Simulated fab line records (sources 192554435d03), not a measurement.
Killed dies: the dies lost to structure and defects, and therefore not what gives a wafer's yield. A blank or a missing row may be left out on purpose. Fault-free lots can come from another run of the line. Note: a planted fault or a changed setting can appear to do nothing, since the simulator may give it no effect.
The same fault as seen by 2 desks -- flow n5Finfet -- each desk holds nothing but its own numbers, with what lay behind them at the end

TOOL OWNER'S DESK, lithoTrack-02
The tool's own readings at N5_BEOL_M5_COAT_60 (time 60 s, resist thk 12 nm): means of the sampled wafers that have a number, for each lot that ran on this tool. Any lot whose mean is over 4 standard deviations away from the usual mean is out of limits and marked OUT; that distance is given in the brackets.
Columns: A = plateTempC at N5_BEOL_M5_COAT_60, usual 220.00 C; B = runLengthS at N5_BEOL_M5_COAT_60, usual 66.22 s; C = spinSpeedRpm at N5_BEOL_M5_COAT_60, usual 1500.0 rpm
lot,first seen here,A,B,C
L303,day 9 08:10,219.90,66.16,1500.1
L304,day 9 08:40,219.76,66.10,1501.0
L305,day 9 18:37,220.03,66.07,1500.2
L306,day 9 18:38,219.86,69.75 (+23) OUT,1499.8
L309,day 11 03:56,219.99,68.63 (+16) OUT,1498.7
L313,day 11 13:49,219.98,66.01,1499.5
L321,day 13 17:14,220.06,66.10,1499.9
This desk's verdict: out of limits on L306, L309, starting with L306 at day 9 18:38 (runLengthS at N5_BEOL_M5_COAT_60). Within limits: L303, L304, L305, L313, L321.

THE DEFECT DESK
For each lot, the counts of the inspections along the route, averaged over the sampled wafers that have a number. Any lot whose mean is over 4 standard deviations away from the usual mean is out of limits and marked OUT; that distance is given in the brackets.
Columns: A = rawDefectCount at N5_BEOL_M5_INSPECT_13, usual 404
lot,first seen here,A
L299,day 8 04:11,351
L303,day 9 08:38,479
L304,day 9 09:08,504
L305,day 9 19:05,327
L306,day 9 19:07,366
L309,day 11 04:17,290
L313,day 11 14:17,371
L312,day 11 14:33,243
L316,day 12 16:45,395
L319,day 13 00:55,312
L320,day 13 17:43,333
L321,day 13 17:53,464
L322,day 13 21:13,476
Finding of this desk: none of the 13 lots has anything out of limits.

TAKEN TOGETHER
The tool owner's desk had the chance to raise an alarm at day 9 18:38 on L306, L309.
Nothing out of limits was seen by the defect desk.
The defect desk has L306, L309 on record, within its limits.
Of the lots named, all ran N5_BEOL_M5_COAT_60 on lithoTrack-02.

WHAT THE SIMULATOR HAD PUT IN
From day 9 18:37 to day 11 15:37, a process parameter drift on lithoTrack-02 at N5_BEOL_M5_COAT_60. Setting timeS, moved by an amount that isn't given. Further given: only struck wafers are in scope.
Lots struck among those shown: L306, L309.
Delay in hours, fault start to first out-of-limits reading, by desk: the tool owner's desk at 0.
